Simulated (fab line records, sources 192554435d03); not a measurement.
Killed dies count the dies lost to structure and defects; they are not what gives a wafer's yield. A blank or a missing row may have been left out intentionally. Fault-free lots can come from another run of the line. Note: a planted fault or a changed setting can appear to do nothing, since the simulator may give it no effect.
A struck lot beside a sound one || flow n5 finfet || 25 steps out of a route of 1938
Sound: the wafers L392.3, L392.5, L392.6. Wafers struck: L406.1, L406.5, L406.6. The cause comes at the end.
Each step with rows lists, per side, the tool, then ch with its chambers, then its first start. Under that, the readings that differ: sound wafers || struck wafers || difference of the means || sigmas: that difference in standard deviations of wafers without a fault.
alike: words and numbers the same on both sides, and readings whose means are apart by under 2 such deviations; not compared: readings that were withheld, readings missing a value for some wafer, numbers with overlapping values and no deviation given by the record, and bounds like >300 which may hide the same value.
A row with sigmas, a row that says differs or no value, or rows on one side alone: a step with any of these is where the two part. Non-overlapping numbers with no deviation appear without sigmas and do not part them. Lack of a reading on every wafer of one side parts them only where that side has two or more wafers.

first, 10 steps without rows for these wafers: N5_SD_EPI_P_DESCUM_14 (chemistry O2, time 7.9 s); N5_SD_EPI_P_ETCH_36 (etches SiARC in CF4, target depth 45.5 nm, time 75.8 s); N5_SD_EPI_P_ETCH_37 (etches SOC in N2/H2, overetch 108 nm, time 486 s); N5_SD_EPI_P_STRIP_38 (strips in N2/H2); N5_SD_EPI_P_ETCHBACK_46 (etches SiNx in CH3F/O2, stops on SiO2, target depth 17.5 nm); N5_SD_EPI_P_ETCH_47 (etches SiOCN in CH3F/O2, target depth 25 nm); N5_SD_EPI_P_ETCH_16 (etches SiO2 in CHF3/O2, target depth 5 nm); N5_SD_EPI_P_STRIP_50 (strips in CHF3/O2); N5_SD_EPI_P_SD_RECESS_17 (chemistry HBr/Cl2/O2, target depth 39.1 nm, bt time 3 s); N5_SD_EPI_P_WET_ETCH_45 (etches SiO2 in dHF, time 10.7 s, target depth 2 nm, rinse time 30 s).
N5_SD_EPI_P_STRIP_40: strips in N2/H2.
  sound on plasma asher-02 ch 0,1, day 5 08:41; struck on plasma asher-01 ch 0,1, day 8 18:19
  no value came back on the struck wafers for any of 5 readings (drypump motor current A (A), h2 flow sccm (sccm) and others); on the sound wafers drypump motor current A (A) reads 6.3 6.3 5.2
  not compared: rf hours counter h
then, 11 steps without rows for these wafers: N5_SD_EPI_P_PRECLEAN_52 (cleans in O3/DIW, time 60 s); N5_SD_EPI_P_SRD_20 (time 30 s); N5_SD_EPI_P_PRECLEAN_51 (cleans in NF3:NH3, afs cycles 1, time 20 s, sublimation time 60 s); N5_SD_EPI_P_VAPOR_ETCH_44 (etches SiGe30 in NF3/Ar, time 3.3 s); N5_SD_EPI_P_EPI_21 (deposits SiGe:B, time 355 s); N5_SD_EPI_P_HM_STRIP_48 (strips SiNx in H3PO4, material SiNx, target depth 3 nm); N5_SD_EPI_P_SRD_49 (time 30 s); N5_SD_EPI_P_PRECLEAN_24 (cleans in O3/DIW, time 45 s); N5_SD_EPI_P_PRECLEAN_32 (cleans in dHF, time 10 s); N5_SD_EPI_P_PRECLEAN_33 (cleans in SC2, time 45 s); N5_SD_EPI_P_SRD_25 (time 30 s).
N5_SD_EPI_P_INSPECT_26: inspects for defects (darkfield).
  sound on defect inspect-02 at day 5 11:34; struck on defect inspect-02 at day 8 21:19
{"reading": "raw defect count", "sound": "307 237 225", "struck": "1410 1587 1478", "difference": "+1235", "sigmas": "+27"}
N5_BEOL_M4_RC_MEAS_101:
  the record has rows for the sound wafers here (prober-01 ch 0, day 10 04:08) and none for the struck ones
-- record jumps: 10 days separate the struck wafers' starts on either side; left off in module BEOL_M4, taken up again in module PASSIVATION, whose first shown step is the route's number 1936 --
N5_PASSIVATION_PROBE_49:
  record: rows for the struck wafers here (prober-02, day 19 02:35), none for the sound ones

## WHERE THEY PART
Earliest at N5_SD_EPI_P_STRIP_40; latest, in this record, at N5_PASSIVATION_PROBE_49.

WHY: the cause the simulator had injected
Whole step skipped at N5_SD_EPI_P_STRIP_40 on plasma asher-01, starting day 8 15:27. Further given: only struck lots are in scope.
